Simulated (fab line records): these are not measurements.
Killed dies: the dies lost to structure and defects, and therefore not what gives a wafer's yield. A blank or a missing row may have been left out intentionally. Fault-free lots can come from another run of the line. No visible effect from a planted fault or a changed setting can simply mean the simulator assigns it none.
2 desks, one fault || flow n5Finfet || what lay behind the numbers comes last; until then each desk has only its own

AT THE TOOL OWNER'S DESK: pecvd-03
The tool's own readings at N5_FIN_SAQP_HM_DEP_03 (deposits SiNx from SiH4/NH3/N2, target thk 38 nm, time 33.6 s): means of the sampled wafers that have a number, for each lot that ran on this tool. Any lot whose mean is over 4 standard deviations away from the usual mean is out of limits and marked OUT; that distance is given in the brackets.
Columns: A = heaterPowerW at N5_FIN_SAQP_HM_DEP_03, usual 812 W; B = showerheadPlenumPTorr at N5_FIN_SAQP_HM_DEP_03, usual 5.15 Torr; C = throttleValvePct at N5_FIN_SAQP_HM_DEP_03, usual 39.4 %
{"lot": "L787", "first seen here": "day 1 20:52", "A": 858, "B": 5.12, "C": 39.5}
{"lot": "L788", "first seen here": "day 2 06:04", "A": 880, "B": 5.23, "C": 39.9}
{"lot": "L797", "first seen here": "day 4 08:55", "A": 779, "B": 5.13, "C": 39.1}
{"lot": "L798", "first seen here": "day 4 16:08", "A": 921, "B": 5.12, "C": 39.9}
{"lot": "L809", "first seen here": "day 7 08:59", "A": 849, "B": 5.19, "C": 39.5}
This desk's finding: nothing out of limits on any of the 5 lots.

AT THE METROLOGY DESK
Lot by lot, what the gauges showed, no matter which tool ran the lot: averages of those sampled wafers that carry a number. Any lot whose mean is over 4 standard deviations away from the usual mean is out of limits and marked OUT; that distance is given in the brackets. It has 13 readings, of which 7 appear: the earliest out of limits, and the ones furthest out on some lot.
Columns: A = thkNm at N5_FIN_SAQP_THK_MEAS_05, usual 38.0 nm; B = DIBL_N at N5_BEOL_M4_RC_MEAS_101, usual 36.4 mV/V; C = IOFF_N at N5_BEOL_M4_RC_MEAS_101, usual 0.154 nA/um; D = IOFF_N_LIN at N5_BEOL_M4_RC_MEAS_101, usual 0.072 nA/um; E = ION_N at N5_BEOL_M4_RC_MEAS_101, usual 671 uA/um; F = SS_N at N5_BEOL_M4_RC_MEAS_101, usual 71.6 mV/dec; G = SS_P at N5_BEOL_M4_RC_MEAS_101, usual 73.4 mV/dec
{"lot": "L787", "first seen here": "day 1 20:58", "A": 37.7, "B": 39.6, "C": 0.194, "D": 0.088, "E": 689, "F": 72.9, "G": 74.2}
{"lot": "L788", "first seen here": "day 2 06:09", "A": 38.3, "B": 36.5, "C": 0.150, "D": 0.071, "E": 675, "F": 72.1, "G": 73.0}
{"lot": "L797", "first seen here": "day 4 09:00", "A": "47.9 (+21) OUT", "B": 35.2, "C": 0.130, "D": 0.064, "E": 667, "F": 71.0, "G": 72.1}
{"lot": "L798", "first seen here": "day 4 16:14", "A": "47.3 (+20) OUT", "B": 35.1, "C": 0.129, "D": 0.063, "E": 658, "F": 71.1, "G": 73.1}
{"lot": "L801", "first seen here": "day 5 09:38", "A": 37.4, "B": 36.0, "C": 0.160, "D": 0.074, "E": 684, "F": 72.0, "G": 73.6}
{"lot": "L805", "first seen here": "day 6 09:13", "A": 37.7, "B": 37.5, "C": 0.167, "D": 0.076, "E": 668, "F": 72.1, "G": 73.3}
{"lot": "L807", "first seen here": "day 6 22:47", "A": 37.8, "B": 37.3, "C": 0.181, "D": 0.081, "E": 675, "F": 71.7, "G": 73.9}
{"lot": "L809", "first seen here": "day 7 09:05", "A": 38.3, "B": 35.0, "C": 0.136, "D": 0.066, "E": 671, "F": 71.1, "G": 72.5}
This desk finds L797, L798 out of limits, L797 being first, at day 4 09:00 (thkNm at N5_FIN_SAQP_THK_MEAS_05). L787, L788, L801, L805, L807, L809: within limits.

ALL TOGETHER
L797, L798 would have let the metrology desk raise an alarm at day 4 09:00.
Nothing out of limits was seen by the tool owner's desk.
Tool owner's desk: L797, L798 on record, inside its limits.
Every lot named ran N5_FIN_SAQP_HM_DEP_03 on pecvd-03.

WHAT HAD BEEN PUT IN BY THE SIMULATOR
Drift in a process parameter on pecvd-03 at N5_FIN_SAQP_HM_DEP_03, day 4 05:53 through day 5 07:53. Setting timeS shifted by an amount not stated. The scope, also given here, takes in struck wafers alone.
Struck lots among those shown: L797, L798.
Time in hours between the start of the fault and the first out-of-limits reading at each desk: metrology desk, 3.
